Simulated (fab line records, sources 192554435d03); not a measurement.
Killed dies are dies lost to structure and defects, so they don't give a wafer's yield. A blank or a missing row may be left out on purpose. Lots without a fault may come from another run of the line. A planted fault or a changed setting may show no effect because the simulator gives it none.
fab line records | flow n5_finfet
record lots=9 wafers=26 last_day=17
route steps=1938 shown BEOL_M4@1111 BEOL_M15@1808 MIM_TOP@1834 PASSIVATION@1936
lots that met no fault: from a run of the same line without faults
start_h: hours from the record's first day to the start of the lot's first wafer shown | wait_h: hours since the lot's step before | " the same as in the row above | L1.1+2: a row that stands for several wafers | - no value, or no start given | * or withheld: withheld | < > ~ a bound
route shown NAME@n: a module of which the file shows steps, and the number in the route of the first | usual: mean/standard deviation of fault-free wafers | same: alike in all rows | chamber/n: place in a boat | sites: the reading at each site | _std_site: their standard deviation | _edge_site: outer sites' mean less inner sites' | radius_mm: how far each site lies from the wafer's centre | mask NAME#n: copy n | behind: the tool/chamber that last shaped the wafer | hold: why the lot was held/for how many hours/how that ended | device: the transistor (n, p or np) that didn't switch | end of line: the same wafers' tests at the end of the route | a step without rows: its recipe alone | killed: dies lost to structure and defects at the first sort, not the wafer's yield | map: a wafer's dies, x killed, . not, _ none there
set.NAME: the setting as run; set.NAME@STEP: as run at that earlier step | model.NAME: the simulator's own value behind a step, which no gauge read
steps of the route over a sample of lots; a table a step, a row a wafer
services: from which hour (start_h, from the record's first day; less than 0 if before it) a tool's chamber was out of use, for how many hours, and why
## steps
# step N5_BEOL_M4_RC_MEAS_101
# usual DIBL_N=37.1/1.9 DIBL_P=37.2/2.3 IOFF_N=0.18/0.04 IOFF_P=0.23/0.044 ION_N=682/11 ION_P=468/8.6 SS_N=71.9/0.68 SS_P=73.5/0.74 VT_N=248/3.4 VT_P=-248/3.4
# columns lot.wafer tool chamber start_h wait_h DIBL_N[mV/V] DIBL_P[mV/V] IOFF_N[nA/um] IOFF_P[nA/um] ION_N[uA/um] ION_P[uA/um] SS_N[mV/dec] SS_P[mV/dec] VT_N[mV] VT_P[mV]
L232.2 prober-01 0 170.05 0.2 38.1 37.9 0.19 0.25 676 471 71.6 73.4 248 -247
L232.4 " 0 " " 35.5 34.4 0.13 0.20 668 460 71.4 72.3 254 -250
L232.5 " 0 " " 38.4 37.7 0.19 0.25 679 465 72.1 73.3 250 -248
L235.2 prober-02 0 187.97 0.2 38.1 37.6 0.21 0.31 687 479 72.3 74.1 246 -240
L235.3 " 0 " " 35.6 34.7 0.15 0.24 673 473 71.4 73.8 248 -245
L235.6 " 0 " " 35.8 34.2 0.16 0.24 680 473 70.9 73.1 247 -246
L237.1 prober-01 0 192.99 0.0 40.9 38.9 0.24 0.29 696 474 72.2 73.9 242 -246
L237.4 " 0 " " 38.7 35.7 0.19 0.22 677 460 71.5 72.8 246 -248
L237.6 " 0 " " 39.4 37.6 0.19 0.25 678 463 71.9 73.9 248 -248
L248.3 prober-01 0 261.19 0.3 40.2 42.0 0.26 0.30 697 471 73.5 74.6 244 -245
L248.4 " 0 " " 37.6 39.5 0.20 0.26 687 465 72.0 74.1 246 -248
L248.6 " 0 " " 39.0 39.6 0.22 0.25 681 455 72.6 74.0 246 -247
L250.1 prober-01 0 280.75 0.0 38.3 37.5 0.19 0.26 698 484 71.2 74.0 245 -244
L250.2 " 0 " " 40.2 38.8 0.24 0.30 688 465 72.5 74.3 244 -245
L250.6 " 0 " " 40.9 40.6 0.25 0.33 693 476 72.6 73.9 244 -244
L252.1 prober-01 0 292.97 0.0 37.6 40.2 0.21 0.29 688 473 72.1 74.6 246 -246
L252.5 " 0 " " 37.4 39.5 0.19 0.26 681 464 71.8 74.0 247 -246
L252.6 " 0 " " 41.7 43.6 0.32 0.37 699 477 73.5 75.8 240 -244
L254.1 prober-01 0 294.81 0.0 36.3 37.3 0.19 0.26 689 471 72.2 73.4 246 -245
L254.5 " 0 " " 32.8 33.6 0.13 0.20 652 457 71.2 71.7 253 -250
L253.2 prober-02 0 295.52 0.2 35.7 36.0 0.16 0.20 685 469 70.9 73.0 248 -250
L253.3 " 0 " " 40.3 39.2 0.23 0.24 684 461 72.7 74.4 245 -252
L253.5 " 0 " " 36.5 36.0 0.16 0.20 685 468 71.6 73.3 249 -253
L255.2 prober-02 0 297.97 0.2 36.4 36.7 0.17 0.21 672 459 71.2 73.0 248 -252
L255.3 " 0 " " 36.8 36.7 0.17 0.22 671 454 72.2 73.5 248 -250
L255.6 " 0 " " 37.0 37.2 0.18 0.23 675 460 71.9 73.8 247 -250
# step N5_BEOL_M15_ETCH_61
# recipe chemistry=N2/H2 target=BARC target_depth_a=890 overetch_a=267 time_s=67.9 ion_energy_ev=200 pressure_mtorr=30 source_w=840 bias_w=150 n2_flow_sccm=200 h2_flow_sccm=200
# usual drypump_motor_current_A=5.8/0.36 oes_product_au=0.67/0.051 rf_vpp_V=524.0/2.7 showerhead_plenum_p_Torr=2.55/0.094 throttle_valve_pct=17.82/0.26
# columns lot.wafer tool chamber start_h wait_h drypump_motor_current_A oes_product_au rf_hours_counter_h rf_vpp_V showerhead_plenum_p_Torr throttle_valve_pct
L232.2 rie_diel-04 2 262.40 0.0 5.4 0.68 118 521.3 2.44 18.00
L232.4 " 3 " " 6.0 0.73 48 524.1 2.57 17.92
L232.5 " 2 " " 5.3 0.68 - 520.1 2.44 18.01
L235.2 rie_diel-04 3 264.93 0.0 6.0 0.73 49 525.5 2.57 17.91
L235.3 " 0 " " 5.7 0.75 38 522.0 2.48 17.55
L235.6 " 0 " " 5.7 0.75 - 520.8 2.48 17.56
L237.1 rie_diel-02 0 277.42 0.0 5.1 0.62 187 526.7 2.64 18.12
L237.4 " 3 " " 5.9 0.69 93 526.7 2.67 17.32
L237.6 " 1 " " 5.7 0.72 - 529.1 2.70 17.80
L248.3 rie_diel-04 0 349.69 0.0 5.7 0.71 68 522.5 2.47 17.59
L248.4 " 1 " " 5.5 0.83 2 523.6 2.48 17.45
L248.6 " 2 " " 5.4 0.66 - 520.4 2.43 18.05
L250.1 rie_diel-06 0 366.46 0.0 5.6 0.59 250 520.9 2.39 18.01
L250.2 " 1 " " 6.2 0.68 106 522.4 2.47 17.67
L250.6 " 3 " " 5.6 0.61 - 525.6 2.62 17.89
L253.2 rie_diel-06 2 375.62 0.0 6.1 0.66 143 526.6 2.63 17.62
L253.3 " 1 " " 6.2 0.67 110 521.7 2.47 17.69
L253.5 " 1 " " 6.2 0.68 - 521.8 2.47 17.69
L252.1 rie_diel-02 2 377.07 0.0 6.5 0.63 147 521.8 2.44 18.32
L252.5 " 0 " " 5.1 0.60 - 524.9 2.62 18.17
L252.6 " 3 " " 5.8 0.66 - 527.7 2.65 17.37
L254.1 rie_diel-06 3 377.61 0.0 5.6 0.61 226 525.2 2.61 17.89
L254.5 " 1 " " 6.2 0.68 - 522.2 2.47 17.71
L255.2 rie_diel-02 0 384.17 0.0 5.1 0.59 222 525.0 2.62 18.15
L255.3 " 1 " " 5.6 0.69 111 527.0 2.68 17.88
L255.6 " 2 " " 6.5 0.63 - 520.7 2.44 18.33
# step N5_BEOL_M15_TRENCH_ETCH_34
# recipe chemistry=C4F8/O2/Ar target=SiO2 target_depth_a=8729.3 he_inner_torr=15 he_outer_torr=30 time_s=199 ion_energy_ev=800 pressure_mtorr=20 source_w=1905 bias_w=2040 Ar_flow_sccm=400 C4F8_flow_sccm=16 O2_flow_sccm=12
# usual drypump_motor_current_A=5.8/0.36 oes_product_au=0.78/0.061 rf_vpp_V=2213/26 showerhead_plenum_p_Torr=3.44/0.13 throttle_valve_pct=30.8/0.3
# columns lot.wafer tool chamber start_h wait_h drypump_motor_current_A oes_product_au rf_hours_counter_h rf_vpp_V showerhead_plenum_p_Torr throttle_valve_pct
L232.2 rie_diel-04 2 262.45 0.0 5.3 0.80 118 2198 3.31 31.0
L232.4 " 3 " " 6.0 0.85 48 2183 3.48 31.0
L232.5 " 2 " " 5.3 0.79 - 2197 3.31 30.9
L235.2 rie_diel-04 3 264.98 0.0 6.0 0.85 49 2182 3.48 31.0
L235.3 " 0 " " 5.6 0.87 38 2230 3.34 30.4
L235.6 " 0 " " 5.6 0.87 - 2231 3.34 30.4
L237.1 rie_diel-02 0 277.47 0.0 5.1 0.73 187 2233 3.59 31.5
L237.4 " 3 " " 5.9 0.81 93 2215 3.63 30.5
L237.6 " 1 " " 5.6 0.85 - 2186 3.61 30.7
L248.3 rie_diel-04 0 349.75 0.0 5.7 0.60 68 2230 3.32 30.1
L248.4 " 1 " " 5.6 0.69 2 2244 3.40 30.4
L248.6 " 2 " " 5.4 0.77 - 2196 3.29 31.0
L250.1 rie_diel-06 0 366.51 0.0 5.7 0.68 250 2203 3.24 30.9
L250.2 " 1 " " 6.2 0.79 106 2187 3.34 30.6
L250.6 " 3 " " 5.6 0.71 - 2254 3.51 30.6
L253.2 rie_diel-06 2 375.67 0.0 6.0 0.76 143 2240 3.57 30.8
L253.3 " 1 " " 6.2 0.80 110 2186 3.33 30.6
L253.5 " 1 " " 6.2 0.80 - 2187 3.33 30.6
L252.1 rie_diel-02 2 377.12 0.0 6.5 0.73 147 2184 3.28 31.3
L252.5 " 0 " " 5.1 0.71 - 2232 3.57 31.5
L252.6 " 3 " " 5.8 0.77 - 2214 3.61 30.5
L254.1 rie_diel-06 3 377.66 0.0 5.6 0.70 226 2254 3.51 30.6
L254.5 " 1 " " 6.2 0.79 - 2187 3.33 30.6
L255.2 rie_diel-02 0 384.22 0.0 5.1 0.71 222 2231 3.57 31.5
L255.3 " 1 " " 5.6 0.81 112 2185 3.59 30.7
L255.6 " 2 " " 6.5 0.74 - 2182 3.28 31.3
# step N5_BEOL_M15_STRIP_37
# recipe chemistry=O2 power_w=600 temp_c=60 pressure_mtorr=30 rf_frequency_hz=6e+07 bias_power_w=0 overash_fraction=0.3 o2_flow_sccm=225
# usual drypump_motor_current_A=5.8/0.38 oes_product_au=0.78/0.054 rf_vpp_V=3.7/0.66 showerhead_plenum_p_Torr=2.12/0.085 throttle_valve_pct=16.70/0.26
# columns lot.wafer tool chamber start_h wait_h drypump_motor_current_A oes_product_au rf_hours_counter_h rf_vpp_V showerhead_plenum_p_Torr throttle_valve_pct
L232.2 rie_diel-02 0 - - 5.1 0.74 184 2.7 2.20 17.07
L232.4 " 1 " " 5.6 0.84 - 3.6 2.24 16.53
L232.5 " 0 " " 5.1 0.74 - 3.1 2.20 17.05
L235.2 rie_diel-04 3 - - 6.0 0.85 49 3.0 2.13 16.73
L235.3 " 0 " " 5.6 0.88 39 3.8 2.06 16.43
L235.6 " 1 " " 5.5 0.69 - 4.5 2.05 16.71
L237.1 rie_diel-04 3 - - 6.0 0.84 54 3.3 2.13 16.74
L237.4 " 0 " " 5.7 0.88 - 2.8 2.06 16.45
L237.6 " 2 " " 5.4 0.78 - 3.6 2.01 16.78
L248.3 rie_diel-06 0 - - 5.6 0.68 246 3.3 2.00 17.00
L248.4 " 1 " " 6.2 0.78 102 3.7 2.03 16.40
L248.6 " 3 " " 5.6 0.71 - 3.5 2.16 16.74
L250.1 rie_diel-02 0 - - 5.1 0.71 216 2.6 2.19 17.09
L250.2 " 3 " " 5.9 0.78 122 3.2 2.21 16.33
L250.6 " 0 " " 5.1 0.70 - 3.2 2.19 17.10
L253.2 rie_diel-04 2 - - 5.4 0.76 153 4.1 2.00 16.83
L253.3 " 3 " " 6.0 0.80 87 3.2 2.12 16.81
L253.5 " 0 " " 5.6 0.83 - 4.7 2.05 16.50
L252.1 rie_diel-02 0 - - 5.1 0.71 220 4.2 2.18 17.09
L252.5 " 3 " " 5.8 0.77 - 4.5 2.21 16.38
L252.6 " 0 " " 5.1 0.71 - 3.9 2.18 17.12
L254.1 rie_diel-06 1 - - 6.1 0.78 111 3.6 2.02 16.44
L254.5 " 2 " " 6.0 0.76 - 3.2 2.21 16.67
L255.2 rie_diel-04 2 - - 5.4 0.75 156 2.9 2.00 16.85
L255.3 " 1 " " 5.5 0.92 10 3.1 2.04 16.26
L255.6 " 3 " " 6.0 0.80 - 4.2 2.12 16.83
# step N5_BEOL_M15_THK_MEAS_50
# recipe thk_meas_gauge=xrf reads=Cu_of_BEOL_M15_ECD_47
# usual M15_THK=849/13
# columns lot.wafer tool chamber start_h wait_h M15_THK[nm]
L232.2 film_metro-01 - 267.97 - 850
L232.4 " - " " 847
L232.5 " - " " 842
L235.2 film_metro-01 - 268.91 - 846
L235.3 " - " " 835
L235.6 " - " " 835
L237.1 film_metro-01 - 281.45 - 870
L237.4 " - " " 854
L237.6 " - " " 865
L248.3 film_metro-01 - 353.29 - 455
L248.4 " - " " 447
L248.6 " - " " 853
L250.1 film_metro-01 - 368.63 - 818
L250.2 " - " " 846
L250.6 " - " " 836
L253.2 film_metro-02 - 377.84 - 842
L253.3 " - " " 859
L253.5 " - " " 860
L252.1 film_metro-02 - 379.20 - 837
L252.5 " - " " 862
L252.6 " - " " 848
L254.1 film_metro-02 - 380.75 - 836
L254.5 " - " " 852
L255.2 film_metro-01 - 386.05 - 861
L255.3 " - " " 844
L255.6 " - " " 842
# step N5_BEOL_M15_RS_MEAS_54
# recipe thk_meas_gauge=four-point-probe reads=Cu_of_BEOL_M15_ECD_47+Ta_of_BEOL_M15_SPUTTER_44+TaN_of_BEOL_M15_SPUTTER_43
# usual M15_RS=0.0217/0.0003
# columns lot.wafer tool chamber start_h wait_h M15_RS[ohm/sq]
L232.2 film_metro-01 - 268.11 0.1 0.0215
L232.4 " - " " 0.0215
L232.5 " - " " 0.0216
L235.2 film_metro-01 - 269.04 0.1 0.0216
L235.3 " - " " 0.0220
L235.6 " - " " 0.0220
L237.1 film_metro-01 - 281.58 0.0 0.0212
L237.4 " - " " 0.0215
L237.6 " - " " 0.0212
L248.3 film_metro-02 - 353.42 0.1 0.0408
L248.4 " - " " 0.0414
L248.6 " - " " 0.0213
L250.1 film_metro-02 - 368.76 0.0 0.0225
L250.2 " - " " 0.0217
L250.6 " - " " 0.0221
L253.2 film_metro-02 - 377.97 0.1 0.0219
L253.3 " - " " 0.0214
L253.5 " - " " 0.0215
L252.1 film_metro-01 - 379.33 0.0 0.0221
L252.5 " - " " 0.0214
L252.6 " - " " 0.0217
L254.1 film_metro-02 - 380.87 0.0 0.0219
L254.5 " - " " 0.0217
L255.2 film_metro-02 - 386.18 0.1 0.0212
L255.3 " - " " 0.0216
L255.6 " - " " 0.0217
# step N5_MIM_TOP_ALD_00
# recipe material=Al2O3 target_thk_a=* temp_c=withheld ald_precursor_family=TMA ald_co_reactant=O3 pulse_time_s=withheld purge_time_s=3 co_reactant_purge_time_s=withheld co_reactant_pulse_time_s=3 ald_cycles=withheld
# usual precursor_pulse_height_rel=0.997/0.019
# columns lot.wafer tool chamber start_h wait_h precursor_pulse_height_rel
L232.2 ald_hk-01 2 270.10 0.1 0.981
L232.4 " 0 " " 1.011
L232.5 " 3 " " 0.990
L235.2 ald_hk-03 1 271.26 0.1 1.015
L235.3 " 3 " " 1.013
L235.6 " 0 " " 0.970
L237.1 ald_hk-03 1 283.43 0.1 1.020
L237.4 " 2 " " 1.032
L237.6 " 0 " " 1.024
L248.3 ald_hk-01 1 355.58 0.1 1.023
L248.4 " 0 " " 0.990
L248.6 " 0 " " 0.994
L250.1 ald_hk-01 3 370.98 0.1 0.982
L250.2 " 2 " " 1.010
L250.6 " 2 " " 1.010
L253.2 ald_hk-01 0 379.96 0.1 0.989
L253.3 " 3 " " 0.986
L253.5 " 0 " " 0.997
L252.1 ald_hk-01 1 382.85 0.1 0.996
L252.5 " 1 " " 1.011
L252.6 " 2 " " 1.002
L254.1 ald_hk-03 1 383.53 0.1 1.009
L254.5 " 0 " " 0.977
L255.2 ald_hk-01 3 390.80 0.1 1.005
L255.3 " 0 " " 1.012
L255.6 " 0 " " 1.008
# step N5_PASSIVATION_PROBE_49
# usual defect_limited_yield=91.5/1.4 killed_at_M0_to_M3=32/9.7 killed_at_M4_up=14/5.3 killed_at_contacts=11/6 killed_at_front_end=39/14 killed_at_other=3.3/2.7 killed_dies=100/17 killed_on_rim=14/4 killed_open=66/13 killed_short=32/7.4 sort_bin_4_leakage=0.02/0.16 sort_bin_5_function=4.9/0.9 sort_bin_6_memory=3.2/0.72 sort_bin_8_speed=0.00/0.0071 sort_n_pass=1080/17
# same gross_dies=1180 killed_at_back_side=0
# columns lot.wafer tool chamber start_h wait_h defect_limited_yield[%] killed_at_M0_to_M3 killed_at_M4_up killed_at_contacts killed_at_front_end killed_at_other killed_dies killed_on_rim killed_open killed_short sort_bin_4_leakage[%] sort_bin_5_function[%] sort_bin_6_memory[%] sort_bin_8_speed[%] sort_n_pass
L232.2 prober-02 - 283.46 0.1 92.0 34 18 9 28 5 94 17 63 31 0 5.2 2.6 0 1086
L232.4 prober-02 - 283.56 0.2 94.3 30 10 7 13 7 67 5 42 25 0 3.2 2.1 0 1113
L232.5 prober-02 - 283.61 0.2 91.9 45 13 2 31 4 95 10 59 36 0 4.3 3.4 0 1085
L235.2 prober-02 - 283.76 0.4 92.5 28 12 13 25 11 89 6 62 25 0 4.7 2.7 0 1091
L235.3 prober-02 - 283.81 0.4 93.1 29 14 3 32 4 82 8 45 37 0 4.3 2.3 0 1098
L235.6 prober-02 - 283.96 0.6 91.9 25 17 6 36 11 95 15 57 33 0 5.1 2.3 0 1085
L237.1 prober-02 - 294.63 0.0 89.0 34 12 27 52 5 130 10 89 41 0 6.6 4.3 0 1050
L237.4 prober-02 - 294.78 0.2 92.2 35 9 5 38 5 92 13 54 38 0 5.1 2.6 0 1088
L237.6 prober-02 - 294.88 0.3 90.8 39 15 9 44 2 109 19 69 40 0 5.3 3.7 0 1071
L248.3 prober-02 - 367.95 0.1 90.1 28 52 4 32 1 117 14 44 27 0 3.3 2.2 3.73 1063
L248.4 prober-02 - 368.00 0.2 88.0 27 66 7 40 2 142 21 49 29 0 4.1 2.1 4.83 1038
L248.6 prober-02 - 368.10 0.3 93.1 28 7 20 26 0 81 9 59 22 0 3.7 3.1 0 1099
L250.1 prober-01 - 382.38 0.0 90.4 29 16 17 49 2 113 20 82 30 0 5.7 3.8 0 1067
L250.2 prober-01 - 382.43 0.1 88.7 25 11 14 82 1 133 12 83 50 0 6.7 4.4 0 1047
L250.6 prober-01 - 382.63 0.3 90.5 47 13 12 36 4 112 14 82 28 0.08 5.1 4.1 0 1067
L253.2 prober-02 - 392.33 0.1 90.8 52 25 2 28 1 108 11 70 35 0 5.4 3.3 0 1072
L253.3 prober-02 - 392.38 0.1 91.8 39 15 2 41 0 97 15 61 28 0 4.3 2.9 0 1083
L253.5 prober-02 - 392.48 0.2 89.4 40 21 8 55 1 125 19 80 36 0 5.5 4.2 0 1055
L252.1 prober-01 - 397.26 0.0 90.2 35 16 9 50 6 116 18 83 31 0 5.2 4.6 0 1064
L252.5 prober-01 - 397.46 0.2 91.4 21 15 10 49 6 101 10 71 28 0 5.3 3.1 0 1079
L252.6 prober-01 - 397.51 0.3 92.3 25 13 3 43 7 91 9 58 32 1.27 4.3 3.2 0 1074
L254.1 prober-01 - 398.41 0.0 91.9 16 13 18 45 3 95 14 62 29 0 4.8 3.1 0 1085
L254.5 prober-01 - 398.61 0.2 87.4 51 22 8 63 5 149 18 96 52 0 6.9 5.1 0 1031
L255.2 prober-01 - 403.01 0.1 93.2 21 7 11 41 0 80 11 61 16 0 3.3 2.9 0 1100
L255.3 prober-01 - 403.06 0.1 92.9 15 11 7 46 5 84 14 50 34 0 4.7 1.9 0 1096
L255.6 prober-01 - 403.21 0.3 92.0 24 22 13 27 8 94 15 64 30 0 4.7 3.0 0 1086
# killed by level:class
L232.2 BEOL_M2:geometric_particle:open=13 MOL_CONTACT_COAG:geometric_particle:open=9 FIN_SAQP:geometric_particle:short=8 BEOL_M4:geometric_particle:open=8 BEOL_M1:geometric_particle:open=7 FIN_SAQP:geometric_particle:open=6 GATE_CUT:geometric_particle:short=5 BEOL_M0_SAQP:geometric_particle:short=5
L232.4 BEOL_M3:geometric_particle:open=8 MOL_CONTACT_COAG:geometric_particle:open=6 BEOL_M0_SAQP:geometric_particle:open=6 BEOL_M0_SAQP:geometric_particle:short=5 FIN_SAQP:geometric_particle:short=4 BEOL_M2:geometric_particle:open=4 BEOL_M3:geometric_particle:short=4 MIM_TOP_ETCH:geometric_particle:open=3
L232.5 BEOL_M3:geometric_particle:open=11 FIN_SAQP:geometric_particle:short=10 BEOL_M0_SAQP:geometric_particle:open=9 BEOL_M0_SAQP:geometric_particle:short=9 BEOL_M2:geometric_particle:open=9 FIN_SAQP:geometric_particle:open=6 GATE_CUT:geometric_particle:short=4 BEOL_M1:geometric_particle:open=4
L235.2 MOL_CONTACT_COAG:geometric_particle:open=12 BEOL_M0:geometric_particle:open=7 BEOL_M1:geometric_particle:open=7 FIN_SAQP:geometric_particle:open=5 BEOL_M0_SAQP:geometric_particle:open=4 BEOL_M4:geometric_particle:open=4 PAD_METAL:geometric_particle:short=3 STI_FIN_REVEAL:geometric_particle:open=3
L235.3 FIN_SAQP:geometric_particle:short=9 BEOL_M0_SAQP:geometric_particle:short=8 BEOL_M3:geometric_particle:open=7 BEOL_M3:geometric_particle:short=5 FIN_SAQP:geometric_particle:open=4 BEOL_M7:geometric_particle:open=4 ILD0:geometric_particle:open=3 MOL_CONTACT_COAG:geometric_particle:open=3
L235.6 STI_FIN_REVEAL:geometric_particle:open=6 BEOL_M2:geometric_particle:open=6 STARTING-WAFER:geometric_particle:short=6 FIN_SAQP:geometric_particle:open=5 FIN_SAQP:geometric_particle:short=5 HKMG_FIN:area_etch=5 MOL_CONTACT_COAG:geometric_particle:open=4 BEOL_M1:geometric_particle:open=4
L237.1 MOL_CONTACT_COAG:geometric_particle:open=25 FIN_SAQP:geometric_particle:short=15 FIN_SAQP:geometric_particle:open=15 BEOL_M2:geometric_particle:open=9 BEOL_M3:geometric_particle:open=8 BEOL_M0_SAQP:geometric_particle:open=8 BEOL_M4:geometric_particle:open=7 STI_FIN_REVEAL:geometric_particle:open=6
L237.4 STI_FIN_REVEAL:geometric_particle:open=12 BEOL_M0_SAQP:geometric_particle:open=10 FIN_SAQP:geometric_particle:short=9 BEOL_M2:geometric_particle:open=9 BEOL_M0_SAQP:geometric_particle:short=8 GATE_CUT:geometric_particle:short=7 MOL_CONTACT_COAG:geometric_particle:open=4 BEOL_M2:geometric_particle:short=4
L237.6 FIN_SAQP:geometric_particle:short=12 BEOL_M2:geometric_particle:open=12 BEOL_M0_SAQP:geometric_particle:short=10 STI_FIN_REVEAL:geometric_particle:open=9 MOL_CONTACT_COAG:geometric_particle:open=8 BEOL_M0_SAQP:geometric_particle:open=8 BEOL_M4:geometric_particle:open=7 BEOL_M1:geometric_particle:open=5
L248.3 BEOL_M15:area_ecd=44 GATE_CUT:geometric_particle:short=6 BEOL_M3:geometric_particle:open=6 GATE_CUT:geometric_particle:open=5 STI_FIN_REVEAL:geometric_particle:open=5 BEOL_M0_SAQP:geometric_particle:short=5 FIN_SAQP:geometric_particle:short=4 FIN_SAQP:geometric_particle:open=3
L248.4 BEOL_M15:area_ecd=57 FIN_SAQP:geometric_particle:open=8 FIN_SAQP:geometric_particle:short=8 BEOL_M0_SAQP:geometric_particle:open=8 HKMG_FIN:area_etch=7 GATE_CUT:geometric_particle:short=6 STARTING-WAFER:geometric_particle:open=5 MOL_CONTACT_COAG:geometric_particle:open=5
L248.6 MOL_CONTACT_COAG:geometric_particle:open=18 BEOL_M2:geometric_particle:open=7 FIN_SAQP:geometric_particle:short=6 STI_FIN_REVEAL:geometric_particle:open=5 BEOL_M0_SAQP:geometric_particle:short=5 FIN_SAQP:geometric_particle:open=4 BEOL_M0:geometric_particle:open=4 BEOL_M1:geometric_particle:open=3
L250.1 STI_FIN_REVEAL:geometric_particle:open=14 MOL_CONTACT_COAG:geometric_particle:open=13 BEOL_M3:geometric_particle:open=12 FIN_SAQP:geometric_particle:open=10 STI_FIN_REVEAL:geometric_particle:short=6 BEOL_M0_SAQP:geometric_particle:open=6 MOL_CONTACT_COAG:geometric_particle:short=4 FIN_SAQP:geometric_particle:short=3
L250.2 STI_FIN_REVEAL:geometric_particle:open=24 FIN_SAQP:geometric_particle:open=16 FIN_SAQP:geometric_particle:short=16 MOL_CONTACT_COAG:geometric_particle:open=10 BEOL_M3:geometric_particle:open=7 STI_FIN_REVEAL:geometric_particle:short=6 ILD0:geometric_particle:short=6 BEOL_M0_SAQP:geometric_particle:short=5
L250.6 BEOL_M0_SAQP:geometric_particle:open=20 MOL_CONTACT_COAG:geometric_particle:open=11 BEOL_M0_SAQP:geometric_particle:short=11 STI_FIN_REVEAL:geometric_particle:open=9 FIN_SAQP:geometric_particle:open=8 FIN_SAQP:geometric_particle:short=7 BEOL_M3:geometric_particle:open=6 BEOL_M1:geometric_particle:open=4
L253.2 BEOL_M0_SAQP:geometric_particle:open=19 BEOL_M0_SAQP:geometric_particle:short=13 BEOL_M3:geometric_particle:open=9 FIN_SAQP:geometric_particle:open=8 BEOL_M4:geometric_particle:open=8 BEOL_M1:geometric_particle:open=6 FIN_SAQP:geometric_particle:short=5 BEOL_M5:geometric_particle:short=4
L253.3 BEOL_M0_SAQP:geometric_particle:open=15 FIN_SAQP:geometric_particle:open=12 BEOL_M0_SAQP:geometric_particle:short=10 BEOL_M4:geometric_particle:open=10 FIN_SAQP:geometric_particle:short=8 HKMG_FIN:area_etch=7 BEOL_M1:geometric_particle:open=6 BEOL_M3:geometric_particle:open=4
L253.5 FIN_SAQP:geometric_particle:short=10 FIN_SAQP:geometric_particle:open=10 BEOL_M0_SAQP:geometric_particle:open=10 BEOL_M3:geometric_particle:open=10 HKMG_FIN:area_etch=8 BEOL_M1:geometric_particle:open=7 MOL_CONTACT_COAG:geometric_particle:open=6 BEOL_M4:geometric_particle:open=5
L252.1 FIN_SAQP:geometric_particle:open=11 BEOL_M2:geometric_particle:open=11 BEOL_M4:geometric_particle:open=10 MOL_CONTACT_COAG:geometric_particle:open=8 STI_FIN_REVEAL:geometric_particle:open=7 BEOL_M0_SAQP:geometric_particle:open=6 GATE_CUT:geometric_particle:short=6 BEOL_M3:geometric_particle:open=6
L252.5 FIN_SAQP:geometric_particle:open=15 MOL_CONTACT_COAG:geometric_particle:open=9 STI_FIN_REVEAL:geometric_particle:open=7 FIN_SAQP:geometric_particle:short=6 DUMMY_GATE:geometric_particle:open=6 BEOL_M0_SAQP:geometric_particle:short=6 BEOL_M0_SAQP:geometric_particle:open=6 BEOL_M4:geometric_particle:open=6
L252.6 FIN_SAQP:geometric_particle:open=10 DUMMY_GATE:geometric_particle:open=7 BEOL_M3:geometric_particle:open=7 BEOL_M4:geometric_particle:open=6 STARTING-WAFER:geometric_particle:open=6 ILD0:geometric_particle:short=4 BEOL_M1:geometric_particle:short=4 FIN_SAQP:geometric_particle:short=3
L254.1 MOL_CONTACT_COAG:geometric_particle:open=13 FIN_SAQP:geometric_particle:open=8 STI_FIN_REVEAL:geometric_particle:open=7 BEOL_M3:geometric_particle:open=6 ILD0:geometric_particle:open=5 GATE_CUT:geometric_particle:short=5 MOL_CONTACT_COAG:geometric_particle:short=5 BEOL_M4:geometric_particle:open=5
L254.5 STI_FIN_REVEAL:geometric_particle:open=23 BEOL_M0_SAQP:geometric_particle:open=10 BEOL_M2:geometric_particle:open=10 BEOL_M0_SAQP:geometric_particle:short=8 BEOL_M3:geometric_particle:open=8 GATE_CUT:geometric_particle:short=7 MOL_CONTACT_COAG:geometric_particle:open=7 BEOL_M4:geometric_particle:open=7
L255.2 STI_FIN_REVEAL:geometric_particle:open=13 MOL_CONTACT_COAG:geometric_particle:open=8 FIN_SAQP:geometric_particle:open=7 BEOL_M0_SAQP:geometric_particle:open=7 STARTING-WAFER:geometric_particle:open=6 GATE_CUT:geometric_particle:short=4 BEOL_M0_SAQP:geometric_particle:short=4 BEOL_M3:geometric_particle:open=4
L255.3 STI_FIN_REVEAL:geometric_particle:open=10 GATE_CUT:geometric_particle:short=7 GATE_CUT:geometric_particle:open=6 MOL_CONTACT_COAG:geometric_particle:open=6 FIN_SAQP:geometric_particle:short=5 FIN_SAQP:geometric_particle:open=5 STI_FIN_REVEAL:geometric_particle:short=4 BEOL_M3:geometric_particle:open=4
L255.6 MOL_CONTACT_COAG:geometric_particle:open=11 STI_FIN_REVEAL:geometric_particle:open=8 BEOL_M0_SAQP:geometric_particle:open=7 BEOL_M4:geometric_particle:open=7 BEOL_M5:geometric_particle:open=5 GATE_CUT:geometric_particle:short=4 BEOL_M1:geometric_particle:open=4 PASS1_CAP:geometric_particle:short=4
## services
# columns tool chamber start_h hours kind
rie_diel-02 3 240.22 32.8 repair
rie_diel-04 1 279.44 3.4 repair
rie_diel-04 2 293.66 8.2 repair
ald_hk-03 - 296.49 4.4 repair
rie_diel-06 1 311.17 5.3 repair
rie_diel-04 1 317.63 - clean
rie_diel-04 1 317.63 - consumable_replace:focus_ring
rie_diel-04 1 317.63 25.8 scheduled_down
rie_diel-04 1 317.63 25.8 vent_cycle
rie_diel-04 0 360.69 4.7 repair
rie_diel-04 2 360.94 2.5 repair
rie_diel-06 0 367.05 - clean
rie_diel-06 0 367.05 - consumable_replace:focus_ring
rie_diel-06 0 367.05 - consumable_replace:showerhead
rie_diel-06 0 367.05 23.0 scheduled_down
rie_diel-06 0 367.05 23.0 vent_cycle
rie_diel-04 1 371.84 5.3 repair
## key
first_sign step=N5_BEOL_M15_THK_MEAS_50 reading=M15_THK direction=down sigmas=32 usual=849 struck=451
effect step=N5_BEOL_M15_RS_MEAS_54 reading=M15_RS direction=up sigmas=65 usual=0.0217 struck=0.0411
effect step=N5_PASSIVATION_PROBE_49 reading=sort_bin_8_speed direction=up sigmas=50 usual=0.00 struck=4.28
more_kills_born_at N5_BEOL_M15_ECD_47@ecd_cu-02=101
met_at N5_BEOL_M15_TRENCH_ETCH_34
struck_lots L248
struck_wafers L248.3,L248.4
not_acting_at N5_BEOL_M15_ETCH_61,N5_BEOL_M15_STRIP_37,N5_MIM_TOP_ALD_00
onset_between 264.98 349.75
fault kind=process_parameter_drift tool=rie_diel-04 chamber=- onset_h=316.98 steps=N5_BEOL_M15_TRENCH_ETCH_34 channel=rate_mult offset=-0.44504 shape=step end_h=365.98 scope=struck_wafers_only
